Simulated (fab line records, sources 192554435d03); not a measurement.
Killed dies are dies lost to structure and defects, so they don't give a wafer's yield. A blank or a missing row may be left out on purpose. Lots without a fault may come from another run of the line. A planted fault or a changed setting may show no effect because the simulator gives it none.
Problem report in the 8D (eight disciplines) form, filled by code | flow n5_finfet | the parts of the form that need people (team, actions taken, sign-off) are left out
Where a reading is given only as a bound, like >300, the bound stands for it, and a mean or a difference that rests on one is marked > or <: the true number lies beyond.

1. THE PROBLEM
raw_defect_count at N5_HKMG_FIN_INSPECT_14 reads a mean of >300 on 1 wafer of 1 lot; wafers without a fault read 2.1 with a standard deviation of 1.5. That is +99 or more standard deviations from the usual mean.
The step: inspects for defects (macro).
First seen on wafer L187.1, day 7 22:06, on defect_inspect-02. The record holds 9 wafers of 3 lots with a number at this step. Rule for "out", or "out of limits": more than 4 standard deviations from the usual mean. The other wafers with a number count as sound.

2. WHAT IT IS AND WHAT IT IS NOT
question                    | is                | is not
which readings at this step | raw_defect_count  | -
which lots                  | L187              | L176, L189
which wafers of those lots  | L187.1            | L187.4, L187.6
read on which gauges        | defect_inspect-02 | defect_inspect-01
when                        | from day 7 22:06  | up to then (5 sound wafers); but 3 sound wafers of L189 came after

3. SUSPECTS, AND WHAT RULES EACH OUT
Counting: a tool at a process step up to the reading stays a suspect if it ran every lot that is out. Sound lots after the first of them don't rule it out here, since some wafers of a struck lot are sound.
- the gauge at N5_HKMG_FIN_INSPECT_14: ruled out. All the wafers that are out were read on defect_inspect-02, but those of them that N5_PASSIVATION_PROBE_49 has rows for are out there too, on other tools.
- wet_bench-03 at N5_HKMG_FIN_WET_ETCH_78 (etches Al2O3 in dNH4OH, stops on La2O3, target depth 4.5 nm, rinse time 30 s): kept. It ran the lot that is out, L187 (day 7 20:11); its last sound lot up to then is L176 (day 5 01:40).
- Within wet_bench-03 at N5_HKMG_FIN_WET_ETCH_78: the wafers that are out ran in chamber 5; their sound lot-mates ran in chambers 2, 4.
Left after counting: wet_bench-03 at N5_HKMG_FIN_WET_ETCH_78.

4. THE CAUSE (what the simulator had put in)
Chamber particle source: wet_bench-03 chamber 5, from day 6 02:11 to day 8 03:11, at N5_HKMG_FIN_WET_ETCH_78. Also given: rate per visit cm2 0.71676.
Counting left only this tool.

5. THE CHAIN OF EFFECTS, in route order
Each row: a reading whose mean over the struck wafers that have a number lies more than 3 standard deviations from the usual. Only readings for which the record gives a usual standard deviation are gone through. hours: the time from each lot's start at the first step in this table that gives one to its start at this step, as a median over the lots. sigmas: the change in usual standard deviations.
hours | step                    | reading              | usual  | on struck wafers | change | sigmas
0     | N5_HKMG_FIN_INSPECT_14  | raw_defect_count     | 2.1    | >300             | >+298  | +99 or more
237   | N5_PASSIVATION_PROBE_49 | defect_limited_yield | 91.6 % | 85.3             | -6.3   | -3.9
237   | N5_PASSIVATION_PROBE_49 | killed_at_front_end  | 38     | 105              | +67    | +5.6
237   | N5_PASSIVATION_PROBE_49 | killed_dies          | 99     | 174              | +75    | +4.2
237   | N5_PASSIVATION_PROBE_49 | killed_on_rim        | 13     | 34               | +21    | +5.4
237   | N5_PASSIVATION_PROBE_49 | sort_bin_5_function  | 4.9 %  | 8.7              | +3.8   | +3.8
237   | N5_PASSIVATION_PROBE_49 | sort_n_pass          | 1081   | 1006             | -75    | -4.2
237   | N5_PASSIVATION_PROBE_49 | sort_yield_pct       | 91.6 % | 85.3             | -6.3   | -3.9
The process steps in it:
- N5_PASSIVATION_PROBE_49
Later measuring or inspecting steps at which every struck wafer that the step has a row for has a number for every such reading, and none has moved that far: N5_BEOL_M4_RC_MEAS_101.

6. WHAT WOULD HAVE CAUGHT IT SOONER
In this record the first reading out of limits at a measuring or inspecting step was taken at day 7 22:06, 44 hours after the fault began at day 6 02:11.
Of the tool readings at N5_HKMG_FIN_WET_ETCH_78 for which the record gives a usual standard deviation, none was out on any struck wafer, so an alarm limit of 4 standard deviations on them would not have fired.
All the lots that are out (1) had begun N5_HKMG_FIN_WET_ETCH_78 on wet_bench-03 by day 7 22:06. A hold on the tool at that time would have spared none of them.
